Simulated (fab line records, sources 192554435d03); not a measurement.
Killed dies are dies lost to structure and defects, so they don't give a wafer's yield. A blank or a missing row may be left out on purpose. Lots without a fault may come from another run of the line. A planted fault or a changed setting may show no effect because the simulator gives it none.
fab line records | flow n5_finfet
record lots=6 wafers=18 last_day=19
route steps=1938 shown BEOL_M2@891 BEOL_M4@1111 PASSIVATION@1936
lots that met no fault: from a run of the same line without faults
start_h: hours from the record's first day to the start of the lot's first wafer shown | wait_h: hours since the lot's step before | " the same as in the row above | L1.1+2: a row that stands for several wafers | - no value, or no start given | * or withheld: withheld | < > ~ a bound
route shown NAME@n: a module of which the file shows steps, and the number in the route of the first | usual: mean/standard deviation of fault-free wafers | same: alike in all rows | chamber/n: place in a boat | sites: the reading at each site | _std_site: their standard deviation | _edge_site: outer sites' mean less inner sites' | radius_mm: how far each site lies from the wafer's centre | mask NAME#n: copy n | behind: the tool/chamber that last shaped the wafer | hold: why the lot was held/for how many hours/how that ended | device: the transistor (n, p or np) that didn't switch | end of line: the same wafers' tests at the end of the route | a step without rows: its recipe alone | killed: dies lost to structure and defects at the first sort, not the wafer's yield | map: a wafer's dies, x killed, . not, _ none there
set.NAME: the setting as run; set.NAME@STEP: as run at that earlier step | model.NAME: the simulator's own value behind a step, which no gauge read
lots at some steps of the route; a table a step, a row a wafer
services: from which hour (start_h, from the record's first day; less than 0 if before it) a tool's chamber was out of use, for how many hours, and why
## steps
# step N5_BEOL_M2_ETCH_41
# recipe chemistry=CH3F/O2 target=SiCN target_depth_a=299 taper_deg=2 time_s=52.5 ion_energy_ev=120 mask_material=TiN pressure_mtorr=30 source_w=395 bias_w=75 Ar_flow_sccm=150 CH3F_flow_sccm=30 O2_flow_sccm=20
# step N5_BEOL_M2_STRIP_97
# recipe chemistry=N2/H2 time_s=10 power_w=450 temp_c=40 pressure_mtorr=20 rf_frequency_hz=6e+07 bias_power_w=7 n2_flow_sccm=200 h2_flow_sccm=200
# usual drypump_motor_current_A=5.50/0.21 oes_product_au=0.79/0.075 rf_vpp_V=59.1/1 showerhead_plenum_p_Torr=2.52/0.09 throttle_valve_pct=23.61/0.22
# columns lot.wafer tool chamber start_h wait_h drypump_motor_current_A oes_product_au rf_hours_counter_h rf_vpp_V showerhead_plenum_p_Torr throttle_valve_pct
L574.2 rie_diel-06 1 - - 5.86 0.81 80 59.4 2.57 23.39
L574.3 " 2 " " 5.25 0.72 187 58.4 2.52 23.35
L574.4 " 3 " " 5.34 0.80 121 60.3 2.56 23.86
L573.1 rie_diel-03 1 - - 5.41 0.90 36 58.1 2.58 23.32
L573.4 " 2 " " 5.61 0.76 141 56.6 2.33 23.52
L573.6 " 2 " " 5.61 0.75 - 58.7 2.33 23.51
L577.3 rie_diel-03 1 - - 5.44 0.90 38 58.4 2.58 23.30
L577.4 " 2 " " 5.62 0.76 143 60.4 2.33 23.51
L577.5 " 1 " " 5.47 0.90 - 59.5 2.58 23.34
L587.3 rie_diel-06 0 - - 5.49 0.71 213 58.3 2.40 23.82
L587.5 " 1 " " 5.86 0.77 - 58.3 2.55 23.44
L587.6 " 0 " " 5.53 0.72 - 59.1 2.40 23.82
L588.3 rie_diel-05 1 - - 5.55 0.91 27 58.5 2.59 23.82
L588.4 " 0 " " 5.10 0.73 197 58.8 2.62 23.94
L588.5 " 1 " " 5.56 0.91 - 58.3 2.59 23.81
L596.2 rie_diel-03 3 - - 5.31 0.82 85 61.8 2.56 23.84
L596.3 " 2 " " 5.60 0.72 184 58.1 2.32 23.57
L596.5 " 2 " " 5.61 0.72 - 59.6 2.32 23.57
# step N5_BEOL_M2_OCD_MEAS_38
# usual trench_depth_nm=55.2/0.78
# columns lot.wafer tool chamber start_h wait_h trench_depth_nm
L574.2 ocd-01 - 165.76 - 56.0
L574.3 " - " " 56.1
L574.4 " - " " 55.9
L573.1 ocd-01 - 169.81 - 56.1
L573.4 " - " " 55.2
L573.6 " - " " 54.6
L577.3 ocd-01 - 173.00 - 55.1
L577.4 " - " " 55.2
L577.5 " - " " 55.9
L587.3 ocd-01 - 270.17 - 55.0
L587.5 " - " " 55.9
L587.6 " - " " 55.4
L588.3 ocd-02 - 270.20 - 56.5
L588.4 " - " " 54.8
L588.5 " - " " 56.9
L596.2 ocd-02 - 297.77 - 55.7
L596.3 " - " " 55.0
L596.5 " - " " 55.3
# step N5_BEOL_M2_HM_STRIP_39
# recipe chemistry=peroxide_tin_strip material=TiN target_depth_a=250 temp_c=50 time_s=158
# step N5_BEOL_M2_SRD_40
# recipe time_s=30 temp_c=23 rinse_liquid=diw dry=ipa_marangoni
# step N5_BEOL_M2_PRECLEAN_42
# recipe chemistry=residue_remover time_s=60 temp_c=40
# step N5_BEOL_M2_SRD_43
# recipe time_s=30 temp_c=23 rinse_liquid=diw dry=ipa_marangoni
# step N5_BEOL_M2_CD_MEAS_35
# recipe target_cd_nm=18 target_cd_y_nm=22.2 polarity=opening
# usual cd_nm=17.99/0.3
# columns lot.wafer tool chamber start_h wait_h cd_nm
L574.2 cd_sem-03 - 165.92 0.0 17.66
L574.3 " - " " 18.05
L574.4 " - " " 17.90
L573.1 cd_sem-01 - 169.96 0.0 17.56
L573.4 " - " " 18.45
L573.6 " - " " 18.19
L577.3 cd_sem-02 - 173.16 0.0 17.86
L577.4 " - " " 18.09
L577.5 " - " " 18.14
L587.3 cd_sem-02 - 270.32 0.0 17.69
L587.5 " - " " 18.12
L587.6 " - " " 18.27
L588.3 cd_sem-01 - 270.36 0.0 18.13
L588.4 " - " " 18.08
L588.5 " - " " 17.88
L596.2 cd_sem-02 - 297.93 0.0 18.47
L596.3 " - " " 18.05
L596.5 " - " " 18.06
# step N5_BEOL_M2_DEGAS_44
# recipe ambient=vacuum temp_c=250 time_s=60
# usual heater_power_w=311/40
# columns lot.wafer tool chamber start_h wait_h heater_power_w
L574.2 pvd_sputter-03 - 166.18 0.3 251
L574.3 " - " " 321
L574.4 " - " " 404
L573.1 pvd_sputter-03 - 170.34 0.4 272
L573.4 " - " " 417
L573.6 " - " " 249
L577.3 pvd_sputter-03 - 173.22 0.1 304
L577.4 " - " " 410
L577.5 " - " " 246
L587.3 pvd_sputter-02 - 270.47 0.1 302
L587.5 " - " " 348
L587.6 " - " " 317
L588.3 pvd_sputter-01 - 270.90 0.5 347
L588.4 " - " " 303
L588.5 " - " " 288
L596.2 pvd_sputter-01 - 298.74 0.8 309
L596.3 " - " " 361
L596.5 " - " " 308
# step N5_BEOL_M2_PRE_CLEAN_45
# recipe gas=H2/He time_s=30 temp_c=250
# usual heater_power_w=311/40
# columns lot.wafer tool chamber start_h wait_h heater_power_w
L574.2 pvd_sputter-03 - 166.22 0.0 256
L574.3 " - " " 309
L574.4 " - " " 401
L573.1 pvd_sputter-03 - 170.38 0.0 284
L573.4 " - " " 413
L573.6 " - " " 249
L577.3 pvd_sputter-03 - 173.26 0.0 314
L577.4 " - " " 414
L577.5 " - " " 247
L587.3 pvd_sputter-02 - 270.51 0.0 305
L587.5 " - " " 350
L587.6 " - " " 313
L588.3 pvd_sputter-01 - 270.94 0.0 358
L588.4 " - " " 309
L588.5 " - " " 282
L596.2 pvd_sputter-01 - 298.78 0.0 309
L596.3 " - " " 356
L596.5 " - " " 305
# step N5_BEOL_M2_ALD_84
# recipe material=TaN target_thk_a=* temp_c=275 ald_precursor_family=PDMAT ald_co_reactant=NH3 pressure_torr=3 carrier_flow_sccm=1500 pulse_time_s=2 purge_time_s=3 co_reactant_purge_time_s=2 co_reactant_pulse_time_s=3 ald_cycles=30 precursor_vessel_temp_c=75 precursor_vessel_pressure_torr=26.25 precursor_vessel_carrier_sccm=1000
# step N5_BEOL_M2_SURFACE_TREAT_85
# recipe gas=Ar time_s=* ion_energy_ev=* ion_current_ma_cm2=0.5 pressure_mtorr=* ar_flow_sccm=30
# usual throttle_valve_pct=*
# columns lot.wafer tool chamber start_h wait_h throttle_valve_pct
L574.2 pvd_sputter-01 - 166.50 0.1 *
L574.3 " - " " *
L574.4 " - " " *
L573.1 pvd_sputter-03 - 170.74 0.2 *
L573.4 " - " " *
L573.6 " - " " *
L577.3 pvd_sputter-03 - 173.70 0.3 *
L577.4 " - " " *
L577.5 " - " " *
L587.3 pvd_sputter-02 - 270.87 0.2 *
L587.5 " - " " *
L587.6 " - " " *
L588.3 pvd_sputter-01 - 271.23 0.1 *
L588.4 " - " " *
L588.5 " - " " *
L596.2 pvd_sputter-01 - 300.66 1.5 *
L596.3 " - " " *
L596.5 " - " " *
# step N5_BEOL_M2_CVD_47
# recipe material=Co target_thk_a=30 temp_c=withheld precursor=CCTBA/H2 pressure_torr=30 time_s=223.8
# usual run_length_s=246.6/0.42
# columns lot.wafer tool chamber start_h wait_h run_length_s
L574.2 cvd_co-01 1 166.56 0.0 246.1
L574.3 " 2 " " 247.1
L574.4 " 1 " " 246.4
L573.1 cvd_co-01 1 170.81 0.1 246.3
L573.4 " 2 " " 247.6
L573.6 " 1 " " 246.3
L577.3 cvd_co-01 2 173.76 0.0 246.6
L577.4 " 1 " " 246.4
L577.5 " 0 " " 247.0
L587.3 cvd_co-01 0 270.94 0.0 246.5
L587.5 " 1 " " 181.9
L587.6 " 0 " " 247.1
L588.3 cvd_co-01 0 271.29 0.0 246.8
L588.4 " 1 " " 181.9
L588.5 " 0 " " 246.8
L596.2 cvd_co-02 1 300.95 0.3 247.0
L596.3 " 2 " " 247.1
L596.5 " 2 " " 246.4
# step N5_BEOL_M2_SPUTTER_48
# recipe material=Cu target_thk_a=45 temp_c=-20 chamber_pressure_pa=0.07 power_w=withheld time_s=8.29
# usual chuck_gas_flow_sccm=1.27/0.053 substrate_temp_c=-20.00/0.11 throttle_valve_pct=30.1/1.5
# columns lot.wafer tool chamber start_h wait_h chuck_gas_flow_sccm substrate_temp_c throttle_valve_pct
L574.2 pvd_sputter-01 - 166.93 0.3 1.18 -19.91 29.5
L574.3 " - " " 1.26 -20.01 28.2
L574.4 " - " " 1.27 -20.13 29.3
L573.1 pvd_sputter-01 - 170.97 0.1 1.20 -19.99 29.3
L573.4 " - " " 1.24 -20.04 28.3
L573.6 " - " " 1.33 -19.82 29.3
L577.3 pvd_sputter-03 - 174.02 0.2 1.29 -20.08 29.5
L577.4 " - " " 1.24 -19.95 30.0
L577.5 " - " " 1.21 -20.28 29.6
L587.3 pvd_sputter-02 - 271.23 0.2 1.29 -20.02 29.1
L587.5 " - " " 1.34 -19.92 29.4
L587.6 " - " " 1.29 -19.93 32.3
L588.3 pvd_sputter-01 - 271.45 0.1 1.25 -19.93 32.9
L588.4 " - " " 1.27 -20.05 28.1
L588.5 " - " " 1.30 -20.01 33.0
L596.2 pvd_sputter-01 - 301.18 0.2 1.21 -20.00 28.1
L596.3 " - " " 1.24 -20.15 29.2
L596.5 " - " " 1.30 -20.01 29.4
# step N5_BEOL_M4_RC_MEAS_101
# usual DIBL_N=36.3/1.2 DIBL_P=36.3/1.4 IOFF_N=0.160/0.02 IOFF_P=0.210/0.025 ION_N=675/9.5 ION_P=462/7 SS_N=71.5/0.53 SS_P=73.4/0.55 VT_N=249.5/2.6 VT_P=-250.1/2.9
# columns lot.wafer tool chamber start_h wait_h DIBL_N[mV/V] DIBL_P[mV/V] IOFF_N[nA/um] IOFF_P[nA/um] ION_N[uA/um] ION_P[uA/um] SS_N[mV/dec] SS_P[mV/dec] VT_N[mV] VT_P[mV]
L574.2 prober-01 0 191.72 0.2 37.2 37.5 0.179 0.214 690 464 72.1 73.7 246.7 -247.7
L574.3 " 0 " " 36.0 35.6 0.159 0.201 676 459 71.7 73.1 250.5 -252.1
L574.4 " 0 " " 37.6 37.0 0.173 0.208 683 464 72.0 73.1 246.7 -247.2
L573.1 prober-01 0 195.39 0.0 35.0 35.3 0.150 0.209 678 459 72.3 73.5 250.5 -252.0
L573.4 " 0 " " 34.1 34.4 0.142 0.201 672 465 71.1 72.3 250.3 -247.2
L573.6 " 0 " " 34.8 35.4 0.149 0.209 670 461 71.4 73.3 252.1 -248.5
L577.3 prober-01 0 217.18 0.3 38.7 38.6 0.172 0.204 672 456 71.3 74.3 247.4 -251.5
L577.4 " 0 " " 36.3 35.5 0.122 0.163 655 448 71.2 73.3 255.3 -255.2
L577.5 " 0 " " 39.0 38.6 0.175 0.213 677 453 72.3 73.9 249.6 -251.1
L587.3 prober-02 0 312.01 0.3 37.4 37.4 0.188 0.229 680 465 71.6 73.9 245.1 -249.8
L587.5 " 0 " " 35.9 35.9 0.156 0.194 673 461 72.2 73.6 248.6 -251.9
L587.6 " 0 " " 38.5 38.9 0.207 0.243 669 456 73.3 75.0 246.8 -248.8
L588.3 prober-01 0 317.53 0.3 34.9 35.9 0.144 0.179 679 466 71.6 72.7 252.2 -254.4
L588.4 " 0 " " 37.2 38.5 0.188 0.213 680 461 71.4 73.2 248.3 -250.6
L588.5 " 0 " " 36.2 36.9 0.161 0.192 680 462 71.5 73.6 250.7 -250.8
L596.2 prober-01 0 356.15 0.2 36.0 37.3 0.190 0.201 660 448 72.0 72.8 247.1 -254.9
L596.3 " 0 " " 35.3 37.3 0.179 0.207 670 450 71.0 73.1 247.2 -250.9
L596.5 " 0 " " 36.7 38.6 0.202 0.221 684 455 71.5 73.9 247.4 -252.8
# step N5_PASSIVATION_PROBE_49
# usual defect_limited_yield=90.9/1.3 killed_at_M0_to_M3=36/11 killed_at_M4_up=13/5.1 killed_at_contacts=14/4.9 killed_at_front_end=41/10 killed_at_other=3.4/2.6 killed_dies=107/16 killed_open=70/11 killed_short=36/7.8 sort_bin_5_function=5.4/0.84 sort_bin_6_memory=3.4/0.67 sort_n_pass=1073/16 sort_yield_pct=90.9/1.3
# same gross_dies=1180 killed_at_back_side=0 sort_bin_4_leakage[%]=0 sort_bin_8_speed[%]=0
# columns lot.wafer tool chamber start_h wait_h defect_limited_yield[%] killed_at_M0_to_M3 killed_at_M4_up killed_at_contacts killed_at_front_end killed_at_other killed_dies killed_open killed_short sort_bin_5_function[%] sort_bin_6_memory[%] sort_n_pass sort_yield_pct[%]
L574.2 prober-01 - 312.83 0.1 90.2 43 10 22 38 3 116 77 36 6.1 3.3 1064 90.2
L574.3 prober-01 - 312.88 0.1 90.3 56 7 12 35 4 114 66 46 5.4 4.0 1066 90.3
L574.4 prober-01 - 312.93 0.2 91.2 39 10 20 32 3 104 73 28 4.9 3.5 1076 91.2
L573.1 prober-01 - 315.32 0.0 88.2 54 26 20 36 3 139 94 44 7.1 4.2 1041 88.2
L573.4 prober-01 - 315.47 0.2 91.5 38 13 14 33 2 100 53 46 4.8 3.4 1080 91.5
L573.6 prober-01 - 315.57 0.3 90.3 55 11 11 34 3 114 61 52 5.8 3.2 1066 90.3
L577.3 prober-01 - 333.13 0.1 91.6 28 9 16 44 2 99 68 31 5.3 3.1 1081 91.6
L577.4 prober-01 - 333.18 0.2 92.8 18 6 8 49 4 85 56 27 4.4 2.6 1095 92.8
L577.5 prober-01 - 333.23 0.2 90.1 39 10 24 41 3 117 85 31 5.4 3.8 1063 90.1
L587.3 prober-01 - 416.89 0.1 92.2 36 15 13 27 1 92 73 18 4.2 3.3 1088 92.2
L587.5 prober-01 - 416.99 0.2 91.3 24 13 12 49 5 103 73 28 5.2 3.4 1077 91.3
L587.6 prober-01 - 417.04 0.3 91.4 40 17 10 29 6 102 61 39 5.3 2.9 1078 91.4
L588.3 prober-02 - 423.84 0.1 91.2 40 9 11 38 6 104 67 32 4.7 3.6 1076 91.2
L588.4 prober-02 - 423.89 0.2 92.0 24 13 10 39 8 94 61 32 4.4 3.2 1086 92.0
L588.5 prober-02 - 423.94 0.2 90.9 43 9 13 39 3 107 69 36 5.0 3.7 1073 90.9
# killed by level:class
L574.2 MOL_CONTACT_COAG:geometric_particle:open=20 STI_FIN_REVEAL:geometric_particle:open=16 BEOL_M3:geometric_particle:open=10 BEOL_M0_SAQP:geometric_particle:short=9 FIN_SAQP:geometric_particle:open=6 BEOL_M1:geometric_particle:open=6 STARTING-WAFER:geometric_particle:short=5 BEOL_M2:geometric_particle:open=4
L574.3 BEOL_M3:geometric_particle:short=13 BEOL_M3:geometric_particle:open=13 STI_FIN_REVEAL:geometric_particle:open=10 MOL_CONTACT_COAG:geometric_particle:open=10 BEOL_M0_SAQP:geometric_particle:short=9 BEOL_M2:geometric_particle:open=7 FIN_SAQP:geometric_particle:short=6 BEOL_M0_SAQP:geometric_particle:open=5
L574.4 MOL_CONTACT_COAG:geometric_particle:open=18 BEOL_M3:geometric_particle:open=18 STI_FIN_REVEAL:geometric_particle:open=12 BEOL_M3:geometric_particle:short=7 DUMMY_GATE:geometric_particle:open=5 FIN_SAQP:geometric_particle:short=4 BEOL_M2:geometric_particle:open=4 BEOL_M0_SAQP:geometric_particle:short=3
L573.1 BEOL_M3:geometric_particle:open=17 MOL_CONTACT_COAG:geometric_particle:open=16 BEOL_M4:geometric_particle:open=14 BEOL_M1:geometric_particle:open=9 BEOL_M2:geometric_particle:open=8 BEOL_M0_SAQP:geometric_particle:short=7 BEOL_M2:geometric_particle:short=6 STI_FIN_REVEAL:geometric_particle:open=5
L573.4 BEOL_M0_SAQP:geometric_particle:short=13 MOL_CONTACT_COAG:geometric_particle:open=12 FIN_SAQP:geometric_particle:short=9 BEOL_M0_SAQP:geometric_particle:open=7 BEOL_M2:geometric_particle:open=6 STARTING-WAFER:geometric_particle:short=6 FIN_SAQP:geometric_particle:open=4 BEOL_M1:geometric_particle:open=4
L573.6 BEOL_M0_SAQP:geometric_particle:short=19 BEOL_M0_SAQP:geometric_particle:open=12 FIN_SAQP:geometric_particle:short=11 MOL_CONTACT_COAG:geometric_particle:open=9 FIN_SAQP:geometric_particle:open=7 DUMMY_GATE:geometric_particle:open=7 BEOL_M2:geometric_particle:open=5 BEOL_M3:geometric_particle:short=5
L577.3 FIN_SAQP:geometric_particle:open=14 MOL_CONTACT_COAG:geometric_particle:open=12 FIN_SAQP:geometric_particle:short=9 BEOL_M3:geometric_particle:open=8 BEOL_M1:geometric_particle:open=6 DUMMY_GATE:geometric_particle:open=4 MOL_CONTACT_COAG:geometric_particle:short=4 BEOL_M0_SAQP:geometric_particle:open=4
L577.4 FIN_SAQP:geometric_particle:open=10 STI_FIN_REVEAL:geometric_particle:open=9 BEOL_M1:geometric_particle:open=7 ILD0:geometric_particle:open=5 MOL_CONTACT_COAG:geometric_particle:open=5 FIN_SAQP:geometric_particle:short=4 DUMMY_GATE:geometric_particle:short=4 GATE_CUT:geometric_particle:short=4
L577.5 MOL_CONTACT_COAG:geometric_particle:open=19 BEOL_M3:geometric_particle:open=10 BEOL_M1:geometric_particle:open=9 FIN_SAQP:geometric_particle:short=8 FIN_SAQP:geometric_particle:open=7 DUMMY_GATE:geometric_particle:open=7 BEOL_M2:geometric_particle:open=7 MOL_CONTACT_COAG:geometric_particle:short=5
L587.3 MOL_CONTACT_COAG:geometric_particle:open=11 FIN_SAQP:geometric_particle:open=10 BEOL_M1:geometric_particle:open=10 BEOL_M0_SAQP:geometric_particle:open=8 BEOL_M3:geometric_particle:open=8 BEOL_M4:geometric_particle:open=7 FIN_SAQP:geometric_particle:short=4 STI_FIN_REVEAL:geometric_particle:open=3
L587.5 STI_FIN_REVEAL:geometric_particle:open=11 BEOL_M4:geometric_particle:open=11 FIN_SAQP:geometric_particle:open=9 MOL_CONTACT_COAG:geometric_particle:open=9 BEOL_M2:geometric_particle:open=9 DUMMY_GATE:geometric_particle:open=5 BEOL_M3:geometric_particle:open=5 FIN_SAQP:geometric_particle:short=4
L587.6 BEOL_M4:geometric_particle:open=12 BEOL_M2:geometric_particle:open=11 MOL_CONTACT_COAG:geometric_particle:open=7 BEOL_M0_SAQP:geometric_particle:open=7 BEOL_M0_SAQP:geometric_particle:short=6 BEOL_M1:geometric_particle:open=6 BEOL_M2:geometric_particle:short=5 STARTING-WAFER:geometric_particle:short=5
L588.3 BEOL_M0_SAQP:geometric_particle:open=13 BEOL_M0_SAQP:geometric_particle:short=12 MOL_CONTACT_COAG:geometric_particle:open=11 STI_FIN_REVEAL:geometric_particle:open=11 FIN_SAQP:geometric_particle:open=5 FIN_SAQP:geometric_particle:short=4 DUMMY_GATE:geometric_particle:open=4 BEOL_M0:geometric_particle:open=4
L588.4 STI_FIN_REVEAL:geometric_particle:open=8 MOL_CONTACT_COAG:geometric_particle:open=8 FIN_SAQP:geometric_particle:open=7 BEOL_M0_SAQP:geometric_particle:open=6 BEOL_M0_SAQP:geometric_particle:short=6 BEOL_M2:geometric_particle:open=5 SPACER0:geometric_particle:short=4 GATE_CUT:geometric_particle:short=4
L588.5 BEOL_M0_SAQP:geometric_particle:short=13 MOL_CONTACT_COAG:geometric_particle:open=12 STI_FIN_REVEAL:geometric_particle:open=11 BEOL_M2:geometric_particle:open=10 BEOL_M0_SAQP:geometric_particle:open=7 GATE_CUT:geometric_particle:short=6 STI_FIN_REVEAL:geometric_particle:short=4 BEOL_M1:geometric_particle:open=4
## services
# columns tool chamber start_h hours kind
rie_diel-05 1 166.89 - clean
rie_diel-05 1 166.89 - consumable_replace:focus_ring
rie_diel-05 2 191.71 1.3 repair
cvd_co-01 0 258.76 11.8 repair
rie_diel-06 2 285.04 20.5 repair
rie_diel-03 1 290.99 9.8 repair
rie_diel-05 0 297.70 19.9 repair
rie_diel-06 0 300.01 1.3 repair
## key
first_sign step=N5_BEOL_M2_CVD_47 reading=run_length_s direction=down sigmas=99+ usual=* struck=*
effect none on later readings
met_at N5_BEOL_M2_CVD_47
struck_wafers L587.5,L588.4
onset_between 173.76 270.94
fault kind=process_parameter_drift tool=cvd_co-01 chamber=1 onset_h=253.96 steps=N5_BEOL_M2_CVD_47 channel=time_s offset=* shape=step end_h=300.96 acts_in=* stated=*
